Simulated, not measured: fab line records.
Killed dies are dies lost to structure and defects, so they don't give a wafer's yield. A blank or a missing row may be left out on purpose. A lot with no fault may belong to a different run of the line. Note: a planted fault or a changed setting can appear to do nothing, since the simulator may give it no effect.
Chamber matching    flow n5-finfet    N5_HKMG_FIN_ALD_74 on ald-hk-01 has 4 sister chambers
The step deposits La2O3, target thk 0.5 nm, pulse time 6 s, co reactant pulse time 1 s. 8 wafers are shown with their chamber, then 11 later ones without.

== EACH WAFER AND ITS CHAMBER ==
wafer   chamber  heater-power-w (W)  heater-power-outer-w (W)
L087.5  0        378                 193
L090.1  1        374                 193
L090.3  3        298                 175
L090.6  1        366                 201
L093.1  3        300                 182
L093.3  0        377                 194
L093.5  2        367                 195
L094.3  2        352                 186

== WAFERS WITHOUT THEIR CHAMBER ==
wafer   heater-power-w (W)  heater-power-outer-w (W)
L094.5  361                 194
L094.6  384                 188
L095.2  301                 174
L095.4  354                 193
L095.5  364                 194
L096.3  301                 182
L096.4  351                 185
L096.5  355                 194
L097.1  304                 177
L097.3  372                 193
L097.4  354                 191

== CHAMBER TAKEN BY EACH ==
wafer   from the rows above           in truth
L094.5  can't be placed: 2 or 1 or 0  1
L094.6  can't be placed: 0 or 1       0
L095.2  3                             3
L095.4  can't be placed: 2 or 1       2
L095.5  can't be placed: 2 or 1 or 0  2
L096.3  3                             3
L096.4  2                             2
L096.5  can't be placed: 2 or 1       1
L097.1  3                             3
L097.3  can't be placed: 1 or 0 or 2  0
L097.4  can't be placed: 2 or 1       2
Correctly placed: 4 of 11. Not placeable from these rows: 7 (in 7, the candidates include the true chamber). Wrongly placed: 0.
How it was worked out, from the rows above alone: a wafer's distance from a chamber is the root of the sum, over the readings, of the square of ((its reading less the chamber's mean) divided by the reading's scatter). The wafer belongs to the nearest chamber; if the next one is less than 2 further off, it can't be placed. For every chamber, the mean is computed from those of its wafers that are shown. The scatter: the root of (the sum of the squares of (reading less its chamber's mean) over the shown wafers, divided by (wafers less chambers)).
